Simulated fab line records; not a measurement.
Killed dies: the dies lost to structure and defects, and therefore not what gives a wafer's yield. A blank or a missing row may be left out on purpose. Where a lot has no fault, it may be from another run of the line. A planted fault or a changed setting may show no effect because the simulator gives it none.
Comparing a struck lot with a sound one -- flow nand-harc -- 41 out of 1302 route steps
Sound: wafers L513.2, L513.4, L513.5. Struck: wafer L525.1 (left out: L525.4, L525.5 of the same lot, which were not struck); the cause appears at the end.
For every step that has rows: the tool of each side, followed by ch and its chambers, followed by its first start. Under that, the readings that differ: sound wafers -- struck wafers -- difference of the means -- sigmas: that difference in standard deviations of wafers without a fault.
alike: a reading whose means differ by less than 2 such deviations, as well as words and numbers matching on both sides. not compared: withheld readings; readings where some wafer has no value; bounds like >300 that might hide an equal value; numbers whose values overlap and for which the record gives no deviation.
Wherever a step has rows on one side only, a row that says differs or no value, or a row with sigmas, the two part there. Numbers that don't overlap but have no deviation are shown without sigmas and don't part them. A reading that every wafer of one side lacks parts them only if that side has two wafers or more.

first, 3 steps without rows for these wafers: NHARC_THIN_TSV_DESCUM_14 (chemistry O2, time 3 s); NHARC_THIN_TSV_ETCH_44 (etches the open film in CF4/O2, target depth 1594.2 nm, time 797.1 s); NHARC_THIN_TSV_ETCH_15 (target depth 3000 nm, bosch target overetch cycles 2, bosch etch step 2.8 s).
NHARC_THIN_TSV_CD_MEAS_16:
  sound on cd-sem-03, day 24 07:23; struck on cd-sem-01, day 28 06:04
  alike: cd-nm
NHARC_THIN_TSV_STRIP_45: strips in O2.
  sound on plasma-asher-02 ch 0, day 24 07:28; struck on plasma-asher-01 ch 1, day 28 06:11
reading,sound,struck,difference,sigmas
drypump-motor-current-A (A),6.2 6.3 6.2,5.0,-1.2,-2
  alike: heater-power-w, temp-c
  not compared: rf-hours-counter-h
then, 1 step without rows for these wafers: NHARC_THIN_TSV_STRIP_46 (strips in post etch residue remover, time 1200 s).
NHARC_THIN_TSV_DEP_47: deposits SiO2, target thk 200 nm.
  sound on pecvd-02 ch 0,1,2, day 24 08:19; struck on pecvd-01 ch 0, day 28 06:57
  alike: showerhead-vpp-V, throttle-valve-pct
then, 4 steps without rows for these wafers: NHARC_THIN_TSV_ETCHBACK_48 (etches the open film in C4F8/Ar, target depth 1028.5 nm, time 405.17 s); NHARC_THIN_TSV_STRIP_62 (strips in N2/H2, time 20 s); NHARC_THIN_TSV_DEGAS_49 (time 120 s); NHARC_THIN_TSV_PRE_CLEAN_50 (time 30 s).
NHARC_THIN_TSV_PVD_19: deposits TaN, target thk 20 nm.
  sound on pvd-sputter-01; struck on pvd-sputter-03
  alike: throttle-valve-pct
NHARC_THIN_TSV_PVD_51: deposits Cu, target thk 100 nm.
  sound on pvd-sputter-01, day 24 09:28; struck on pvd-sputter-03, day 28 08:10
  alike: throttle-valve-pct
then, 2 steps without rows for these wafers: NHARC_THIN_TSV_ECD_20 (material Cu, target thk 2000 nm); NHARC_THIN_TSV_ANNEAL_52 (time 90 s).
NHARC_THIN_TSV_CMP_21: polishes, t overpolish 30 s, target thk 2000 nm.
  sound on cmp-02 ch 0,1,3, day 24 10:43; struck on cmp-03 ch 1, day 28 09:35
  alike: motor-current-A, overpolish-run-s
then, 13 steps without rows for these wafers: NHARC_THIN_TSV_SRD_23; NHARC_THIN_TSV_DEGAS_53 (time 60 s); NHARC_THIN_TSV_PRE_CLEAN_54 (time 30 s); NHARC_THIN_TSV_PVD_55 (deposits TiN, target thk 50 nm); NHARC_THIN_TSV_PVD_24 (deposits Al, target thk 800 nm); NHARC_THIN_TSV_DEHYDRATE_25 (time 120 s); NHARC_THIN_TSV_HMDS_26 (time 30 s); NHARC_THIN_TSV_COAT_27; NHARC_THIN_TSV_SOFTBAKE_28 (time 95 s); NHARC_THIN_TSV_EBR_29; NHARC_THIN_TSV_EXPOSE_30 (exposes mask PAD); NHARC_THIN_TSV_PEB_31 (peb time 85 s); NHARC_THIN_TSV_DEVELOP_32 (time 70 s).
NHARC_THIN_TSV_CD_MEAS_33 targets a cd of 5000 nm.
  sound on cd-sem-01 ch 0, day 24 12:11; struck on cd-sem-03 ch 0, day 28 11:11
  alike: cd-nm
then, 2 steps without rows for these wafers: NHARC_THIN_TSV_HARDBAKE_34 (time 80 s); NHARC_THIN_TSV_DESCUM_35 (chemistry O2, time 3 s).
NHARC_THIN_TSV_ETCH_59: etches the open film in Cl2/BCl3, target depth 880 nm, time 138.1 s.
  sound on rie-metal-01 ch 0, day 24 12:31; struck on rie-metal-01 ch 0, day 28 11:28
reading,sound,struck,difference,sigmas
oes-product-au (a.u.),1.007 1.014 1.023,0.992,-0.023,-3
  alike: drypump-motor-current-A, throttle-valve-pct
  not compared: rf-hours-counter-h
then, 3 steps without rows for these wafers: NHARC_THIN_TSV_ETCH_36 (etches the open film in Cl2/BCl3, target depth 65 nm, time 18.571 s); NHARC_THIN_TSV_STRIP_56 (strips in O2); NHARC_THIN_TSV_STRIP_57 (strips in post etch residue remover, time 1200 s).
NHARC_THIN_TSV_CD_MEAS_37:
  sound on cd-sem-03, day 24 13:44; struck on cd-sem-01, day 28 12:37
reading,sound,struck,difference,sigmas
cd-nm (nm),5003.8 5000.6 4998.3,4995.3,-5.6,-2
then, 1 step without rows for these wafers: NHARC_THIN_TSV_ANNEAL_58 (time 1800 s).
NHARC_THIN_TSV_INSPECT_40:
  sound on defect-inspect-01, day 24 19:51; struck on defect-inspect-02, day 28 19:27
  alike: raw-defect-count
NHARC_END_WLT_00:
  the record has rows for the sound wafers here (prober-01, day 24 20:23) and none for the struck ones
NHARC_END_SORT_01:
  sound on prober-01 ch 0, day 24 23:43; struck on prober-02 ch 0, day 28 22:34
reading,sound,struck,difference,sigmas
defect-limited-yield (%),90.7 92.9 91.6,0,-92,-35
killed-at-other,0 0 0,611,+611,+99 or more
killed-dies,63 48 57,677,+621,+34
  alike: killed-at-array, killed-at-periphery, killed-open, killed-short

## WHERE THEY PART
Last at NHARC_END_SORT_01 as far as this record goes, first at NHARC_THIN_TSV_STRIP_45.

WHY: the cause the simulator had injected
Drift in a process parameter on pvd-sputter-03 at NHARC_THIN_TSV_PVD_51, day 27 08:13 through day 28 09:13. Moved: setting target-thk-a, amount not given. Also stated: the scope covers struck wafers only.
